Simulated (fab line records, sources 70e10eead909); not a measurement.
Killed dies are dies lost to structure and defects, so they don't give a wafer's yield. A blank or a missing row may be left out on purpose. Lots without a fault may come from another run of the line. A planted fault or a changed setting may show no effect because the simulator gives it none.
fab line records | flow nand_harc
record lots=7 wafers=21 last_day=32
route steps=1302 shown A_CONTACT@1000 END@1302
lots that met no fault: from a run of the same line without faults
start_h: hours from the record's first day to the start of the lot's first wafer shown | wait_h: hours since the lot's step before | " the same as in the row above | L1.1+2: a row that stands for several wafers | - no value, or no start given | * or withheld: withheld | < > ~ a bound
route shown NAME@n: a module of which the file shows steps, and the number in the route of the first | usual: mean/standard deviation of fault-free wafers | same: alike in all rows | chamber/n: place in a boat | sites: the reading at each site | _std_site: their standard deviation | _edge_site: outer sites' mean less inner sites' | radius_mm: how far each site lies from the wafer's centre | mask NAME#n: copy n | behind: the tool/chamber that last shaped the wafer | hold: why the lot was held/for how many hours/how that ended | device: the transistor (n, p or np) that didn't switch | end of line: the same wafers' tests at the end of the route | a step without rows: its recipe alone | killed: dies lost to structure and defects at the first sort, not the wafer's yield | map: a wafer's dies, x killed, . not, _ none there
set.NAME: the setting as run; set.NAME@STEP: as run at that earlier step | model.NAME: the simulator's own value behind a step, which no gauge read
lots at some steps of the route; a table a step, a row a wafer
services: from which hour (start_h, from the record's first day; less than 0 if before it) a tool's chamber was out of use, for how many hours, and why
## steps
# step NHARC_A_CONTACT_DESCUM_47
# recipe time_s=3 o2_flow_sccm=200 ar_flow_sccm=0 bias_power_w=0 chemistry=O2
# usual drypump_motor_current_A=5.8/0.33 mfc_ar_sccm=0.002/0.0064 oes_product_au=1.002/0.015 rf_vpp_V=57.9/0.88 showerhead_plenum_p_Torr=1.94/0.07 throttle_valve_pct=11.311/0.0087
# columns lot.wafer tool chamber start_h wait_h drypump_motor_current_A mfc_ar_sccm oes_product_au rf_hours_counter_h rf_vpp_V showerhead_plenum_p_Torr throttle_valve_pct
L963.1 rie_diel-10 0 504.53 0.1 5.5 0 1.001 23 57.5 2.05 11.302
L963.2 " 1 " " 5.8 0 1.012 16 58.2 1.91 11.302
L963.5 " 0 " " 5.5 0 1.001 - 58.9 2.05 11.311
L964.3 rie_diel-05 3 513.00 0.1 5.7 0 1.014 17 58.2 1.99 11.311
L964.4 " 0 " " 5.7 0 1.002 16 58.1 1.93 11.321
L964.6 " 3 " " 5.7 0 0.998 - 58.2 1.99 11.326
L971.1 rie_diel-10 1 574.35 0.1 5.7 0 1.032 38 57.7 1.91 11.313
L971.2 " 0 " " 5.4 0 1.017 45 57.5 2.04 11.309
L971.5 " 1 " " 5.8 0 1.014 - 57.8 1.91 11.304
L973.4 rie_diel-01 0 593.06 0.1 4.7 0 1.008 9 58.8 1.90 11.312
L973.1 " 1 " " 6.1 0.000 1.019 10 58.4 1.86 11.298
L973.3 " 3 " " 5.6 0.002 1.009 12 59.9 2.02 11.311
L974.3 rie_diel-05 0 604.66 0.1 5.7 0 1.005 3 59.1 1.92 11.301
L974.4 " 3 " " 5.7 0 1.001 2 58.6 1.99 11.311
L974.5 " 1 " " 6.0 0 0.975 - 58.1 1.94 11.318
L978.4 rie_diel-05 1 649.28 0.1 6.0 0 0.975 13 57.7 1.93 11.320
L978.2 " 3 " " 5.7 0 0.988 11 59.3 1.98 11.313
L978.6 " 2 " " 6.1 0 1.011 - 56.8 1.82 11.305
L982.1 rie_diel-05 1 698.46 0.1 5.9 0 0.984 21 57.5 1.93 11.306
L982.4 " 2 " " 6.1 0 1.017 20 56.9 1.81 11.310
L982.3 " 3 " " 5.7 0 0.981 21 56.5 1.98 11.307
# step NHARC_A_CONTACT_ETCH_48
# recipe target_depth_a=390 over_etch_frac=0.3 time_s=65 ion_energy_ev=80 cf4_flow_sccm=150 ar_flow_sccm=0 rf_w=300 bias_w=100 chemistry=CF4
# usual chamber_pressure_mTorr=50.00/0.045 drypump_motor_current_A=5.8/0.3 mfc_ar_sccm=0.002/0.0071 oes_product_au=1.002/0.014 rf_vpp_V=151.5/1.1 showerhead_plenum_p_Torr=1.79/0.061 throttle_valve_pct=13.284/0.0084
# columns lot.wafer tool chamber start_h wait_h chamber_pressure_mTorr drypump_motor_current_A mfc_ar_sccm oes_product_au rf_hours_counter_h rf_vpp_V showerhead_plenum_p_Torr throttle_valve_pct
L963.1 rie_diel-10 1 504.61 0.1 49.96 5.7 0 1.022 16 150.8 1.77 13.292
L963.2 " 3 " " 49.98 6.0 0 0.993 22 150.2 1.81 13.289
L963.5 " 2 " " 50.06 5.4 0 1.029 - 152.9 1.90 13.289
L964.3 rie_diel-05 0 513.08 0.1 49.99 5.7 0 1.004 16 151.8 1.78 13.273
L964.4 " 2 " " 50.05 6.0 0 1.009 17 149.9 1.69 13.289
L964.6 " 0 " " 50.00 5.7 0 1.009 - 151.3 1.78 13.278
L971.1 rie_diel-10 3 574.56 0.2 49.95 5.9 0 1.005 45 151.9 1.81 13.295
L971.2 " 0 " " 50.05 5.4 0 1.021 45 152.4 1.88 13.276
L971.5 " 2 " " 49.98 5.4 0 1.021 - 152.1 1.90 13.293
L973.1 rie_diel-01 0 593.14 0.1 49.98 4.7 0 0.995 9 150.3 1.76 13.278
L973.4 " 2 " " 49.98 5.8 0.027 0.979 12 152.9 1.87 13.294
L973.3 " 3 " " 50.08 5.6 0.002 0.997 12 151.0 1.86 13.276
L974.3 rie_diel-05 3 604.74 0.1 50.04 5.7 0 0.987 2 152.0 1.83 13.272
L974.4 " 1 " " 49.99 6.0 0 0.982 3 152.6 1.79 13.283
L974.5 " 3 " " 50.08 5.7 0 0.998 - 153.9 1.83 13.279
L978.4 rie_diel-05 3 649.37 0.1 50.01 5.7 0 0.990 11 151.9 1.83 13.286
L978.2 " 1 " " 50.03 6.0 0 0.987 13 150.7 1.79 13.281
L978.6 " 2 " " 50.09 6.1 0 1.012 - 149.8 1.69 13.280
L982.1 rie_diel-05 0 698.54 0.1 49.88 5.7 0 0.998 25 149.8 1.77 13.278
L982.3 " 2 " " 50.00 6.1 0 1.017 20 149.5 1.68 13.275
L982.4 " 3 " " 49.99 5.7 0 0.986 21 152.3 1.83 13.281
# step NHARC_A_CONTACT_ETCH_49
# recipe target_depth_a=2600 over_etch_frac=0.3 time_s=475.3 ion_energy_ev=200 n2_flow_sccm=150 h2_flow_sccm=150 ar_flow_sccm=0 rf_w=400 bias_w=150 chemistry=N2/H2
# step NHARC_A_CONTACT_ETCH_50
# recipe target_depth_a=1210 time_s=60.5 cf4_flow_sccm=100 chf3_flow_sccm=30 ar_flow_sccm=0 rf_w=500 bias_w=200 chemistry=CF4/CHF3
# step NHARC_A_CONTACT_ETCH_51
# recipe target_depth_a=70000 over_etch_frac=0.3 time_s=1820 ion_energy_ev=150 o2_flow_sccm=400 cos_flow_sccm=20 ar_flow_sccm=0 rf_w=500 bias_w=300 chemistry=O2/COS
# step NHARC_A_CONTACT_ETCH_111
# recipe source_w=withheld pressure_mtorr=20 bias_v=withheld time_s=140 target_depth_a=7000 ar_flow_sccm=withheld c4f8_flow_sccm=withheld o2_flow_sccm=withheld chemistry=C4F8/O2/Ar
# usual chamber_pressure_mTorr=20.000/0.019
# columns lot.wafer tool chamber start_h wait_h chamber_pressure_mTorr rf_hours_counter_h
L963.1 har_cap_etch-02 1 506.35 - 19.983 83
L963.2 " 0 " " 19.997 83
L963.5 " 1 " " 19.997 -
L964.4 har_cap_etch-01 1 515.38 - 20.020 -
L964.3 " 0 " " 20.011 -
L964.6 " 1 " " 20.021 -
L971.1 har_cap_etch-02 1 576.30 - 19.981 95
L971.2 " 0 " " 19.985 95
L971.5 " 0 " " 20.037 -
L973.1 har_cap_etch-02 0 595.03 - 19.984 99
L973.4 " 0 " " 19.984 -
L973.3 " 1 " " 20.014 -
L974.3 har_cap_etch-02 0 606.76 - 20.006 -
L974.4 " 1 " " 19.990 -
L974.5 " 1 " " 19.976 -
L978.2 har_cap_etch-01 0 651.15 - 20.006 28
L978.4 " 0 " " 19.997 -
L978.6 " 0 " " 19.967 -
L982.1 har_cap_etch-03 1 700.33 - 20.024 76
L982.4 " 1 " " 19.985 -
L982.3 " 0 " " 20.011 -
# step NHARC_A_CONTACT_ETCH_112
# recipe source_w=withheld pressure_mtorr=20 bias_v=3000 time_s=190 target_depth_a=18500 ar_flow_sccm=withheld c4f8_flow_sccm=withheld o2_flow_sccm=withheld chemistry=C4F8/O2/Ar
# step NHARC_A_CONTACT_ETCH_113
# recipe source_w=withheld pressure_mtorr=20 bias_v=3000 time_s=190 target_depth_a=18500 ar_flow_sccm=withheld c4f8_flow_sccm=withheld o2_flow_sccm=withheld chemistry=C4F8/O2/Ar
# step NHARC_A_CONTACT_ETCH_114
# recipe source_w=withheld pressure_mtorr=20 bias_v=3000 time_s=190 target_depth_a=18500 ar_flow_sccm=withheld c4f8_flow_sccm=withheld o2_flow_sccm=withheld chemistry=C4F8/O2/Ar
# usual chamber_pressure_mTorr=19.999/0.018
# columns lot.wafer tool chamber start_h wait_h chamber_pressure_mTorr rf_hours_counter_h
L963.1 har_cap_etch-02 1 506.88 0.1 20.030 83
L963.2 " 0 " " 19.954 83
L963.5 " 1 " " 19.970 -
L964.4 har_cap_etch-01 1 515.91 0.1 19.993 -
L964.3 " 0 " " 20.007 -
L964.6 " 1 " " 19.982 -
L971.1 har_cap_etch-02 1 576.84 0.1 20.032 95
L971.2 " 0 " " 20.005 95
L971.5 " 0 " " 20.011 -
L973.1 har_cap_etch-02 0 595.56 0.1 20.008 99
L973.4 " 0 " " 20.006 -
L973.3 " 1 " " 20.000 -
L974.3 har_cap_etch-02 0 607.30 0.1 20.009 -
L974.4 " 1 " " 19.978 -
L974.5 " 1 " " 19.999 -
L978.2 har_cap_etch-01 0 651.68 0.1 19.972 28
L978.4 " 0 " " 19.984 -
L978.6 " 0 " " 20.025 -
L982.1 har_cap_etch-03 1 700.86 0.1 20.005 76
L982.4 " 1 " " 19.999 -
L982.3 " 0 " " 19.981 -
# step NHARC_A_CONTACT_ETCH_115
# recipe source_w=withheld pressure_mtorr=20 bias_v=3000 time_s=190 target_depth_a=18500 ar_flow_sccm=withheld c4f8_flow_sccm=withheld o2_flow_sccm=withheld chemistry=C4F8/O2/Ar
# step NHARC_A_CONTACT_ETCH_116
# recipe source_w=withheld pressure_mtorr=20 bias_v=3000 time_s=190 target_depth_a=18500 ar_flow_sccm=withheld c4f8_flow_sccm=withheld o2_flow_sccm=withheld chemistry=C4F8/O2/Ar
# step NHARC_A_CONTACT_ETCH_117
# recipe source_w=withheld pressure_mtorr=20 bias_v=3000 time_s=190 target_depth_a=18500 ar_flow_sccm=withheld c4f8_flow_sccm=withheld o2_flow_sccm=withheld chemistry=C4F8/O2/Ar
# usual chamber_pressure_mTorr=20.002/0.018
# columns lot.wafer tool chamber start_h wait_h chamber_pressure_mTorr rf_hours_counter_h
L963.1 har_cap_etch-02 1 507.40 0.1 19.998 84
L963.2 " 0 " " 20.003 84
L963.5 " 1 " " 19.991 -
L964.4 har_cap_etch-01 1 516.42 0.1 19.986 -
L964.3 " 0 " " 19.983 -
L964.6 " 1 " " 19.969 -
L971.1 har_cap_etch-02 1 577.35 0.1 20.008 96
L971.2 " 0 " " 19.996 96
L971.5 " 0 " " 19.976 -
L973.1 har_cap_etch-02 0 596.08 0.1 20.012 99
L973.4 " 0 " " 20.051 -
L973.3 " 1 " " 20.013 -
L974.3 har_cap_etch-02 0 607.81 0.1 19.965 -
L974.4 " 1 " " 20.018 -
L974.5 " 1 " " 20.026 -
L978.2 har_cap_etch-01 0 652.20 0.1 19.978 28
L978.4 " 0 " " 20.024 -
L978.6 " 0 " " 20.010 -
L982.1 har_cap_etch-03 1 701.38 0.1 20.022 77
L982.4 " 1 " " 19.994 -
L982.3 " 0 " " 20.013 -
# step NHARC_A_CONTACT_ETCH_118
# recipe source_w=withheld pressure_mtorr=20 bias_v=3000 time_s=190 target_depth_a=18500 ar_flow_sccm=withheld c4f8_flow_sccm=withheld o2_flow_sccm=withheld chemistry=C4F8/O2/Ar
# usual chamber_pressure_mTorr=20.004/0.017
# columns lot.wafer tool chamber start_h wait_h chamber_pressure_mTorr rf_hours_counter_h
L963.1 har_cap_etch-02 1 507.57 0.1 19.988 84
L963.2 " 0 " " 19.996 84
L963.5 " 1 " " 19.992 -
L964.4 har_cap_etch-01 1 516.60 0.1 20.034 -
L964.3 " 0 " " 19.985 -
L964.6 " 1 " " 20.017 -
L971.1 har_cap_etch-02 1 577.52 0.1 16.012 96
L971.2 " 0 " " 16.028 96
L971.5 " 0 " " 16.015 -
L973.1 har_cap_etch-02 0 596.25 0.1 15.971 100
L973.4 " 0 " " 16.003 -
L973.3 " 1 " " 16.002 -
L974.3 har_cap_etch-02 0 607.98 0.1 16.017 -
L974.4 " 1 " " 15.985 -
L974.5 " 1 " " 15.999 -
L978.2 har_cap_etch-01 0 652.37 0.1 20.025 29
L978.4 " 0 " " 19.991 -
L978.6 " 0 " " 20.017 -
L982.1 har_cap_etch-03 1 701.55 0.1 19.991 77
L982.4 " 1 " " 19.991 -
L982.3 " 0 " " 19.991 -
# step NHARC_A_CONTACT_ETCH_119
# recipe source_w=withheld pressure_mtorr=20 bias_v=3000 time_s=190 target_depth_a=18500 ar_flow_sccm=withheld c4f8_flow_sccm=withheld o2_flow_sccm=withheld chemistry=C4F8/O2/Ar
# step NHARC_END_SORT_01
# recipe temp_c=25
# usual killed_at_array=58/22 killed_at_other=1.0/1.3 killed_at_periphery=5/3.4 killed_dies=64/22 killed_open=3.6/1.8 killed_short=2.4/1.7
# same gross_dies=677
# columns lot.wafer tool chamber start_h wait_h killed_at_array killed_at_other killed_at_periphery killed_dies killed_open killed_short
L971.1 prober-02 0 646.98 2.5 62 4 3 69 3 0
L971.2 prober-02 0 647.77 2.8 67 3 5 75 3 3
L971.5 prober-02 0 650.15 3.7 61 1 2 64 3 0
# killed by level:class
L971.1 A_CHANNEL_HOLE_D1:chamber_film_flake=42 A_CHANNEL_HOLE_D2:chamber_film_flake=13 THIN_TSV:chamber_film_flake=4 P_GATE:chamber_film_flake=2 A_SLIT:chamber_film_flake=2 A_CONTACT:chamber_film_flake=2 P_M0:geometric_particle:open=1 A_ONON_D1:geometric_particle:open=1
L971.2 A_CHANNEL_HOLE_D1:chamber_film_flake=39 A_CHANNEL_HOLE_D2:chamber_film_flake=14 P_GATE:chamber_film_flake=5 A_SLIT:chamber_film_flake=3 A_CONTACT:chamber_film_flake=3 THIN_TSV:chamber_film_flake=3 A_ONON_D1:geometric_particle:open=1 A_CHANNEL_FILL_D1:geometric_particle:open=1
L971.5 A_CHANNEL_HOLE_D1:chamber_film_flake=38 A_CHANNEL_HOLE_D2:chamber_film_flake=12 A_CONTACT:chamber_film_flake=8 P_M0:geometric_particle:open=1 A_CHANNEL_FILL_D1:geometric_particle:open=1 A_M1:geometric_particle:open=1 P_GATE:chamber_film_flake=1 A_STAIRCASE:chamber_film_flake=1
## services
# columns tool chamber start_h hours kind
har_cap_etch-03 - 483.25 0.6 repair
har_cap_etch-03 - 488.67 0.7 repair
rie_diel-05 0 489.60 - clean
rie_diel-05 1 489.60 - clean
rie_diel-05 2 489.60 - clean
rie_diel-05 3 489.60 - clean
har_cap_etch-01 - 497.00 17.0 pm
har_cap_etch-01 0 497.00 17.0 vent_cycle
har_cap_etch-01 1 497.00 17.0 vent_cycle
rie_diel-10 0 498.78 5.2 repair
rie_diel-05 2 503.05 1.7 repair
har_cap_etch-01 0 514.00 - clean
har_cap_etch-01 0 514.00 - consumable_replace:focus_ring
har_cap_etch-01 1 514.00 - clean
rie_diel-10 0 539.17 2.1 repair
rie_diel-01 - 557.96 9.0 pm
rie_diel-05 - 584.22 9.0 pm
rie_diel-10 0 593.91 3.1 repair
rie_diel-10 - 599.96 9.0 pm
rie_diel-10 3 622.77 5.5 repair
rie_diel-01 3 636.36 2.6 repair
rie_diel-05 0 641.73 1.7 repair
rie_diel-01 3 676.46 1.4 repair
rie_diel-05 1 684.98 12.2 repair
## key
first_sign step=NHARC_A_CONTACT_ETCH_118 reading=chamber_pressure_mTorr direction=down sigmas=99+ usual=20.004 struck=16.004
effect none on later readings
met_at NHARC_A_CONTACT_ETCH_118
struck_wafers L971.1,L971.2,L971.5,L973.1,L973.3,L973.4,L974.3,L974.4,L974.5
tester_left_out L971,L973,L974
onset_between 507.57 577.52
fault kind=process_parameter_drift tool=har_cap_etch-02 chamber=- onset_h=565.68 steps=NHARC_A_CONTACT_ETCH_118 channel=pressure_mtorr offset=-4 shape=step end_h=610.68 acts_in=these_recipes_only stated=20
# tester_left_out: of these lots the tester's yield and bins aren't shown, on N5 and GAA mostly nor the transistor test; their killed dies are dies lost to structure and defects alone, not to doping, threshold or leakage, so they don't give the yield
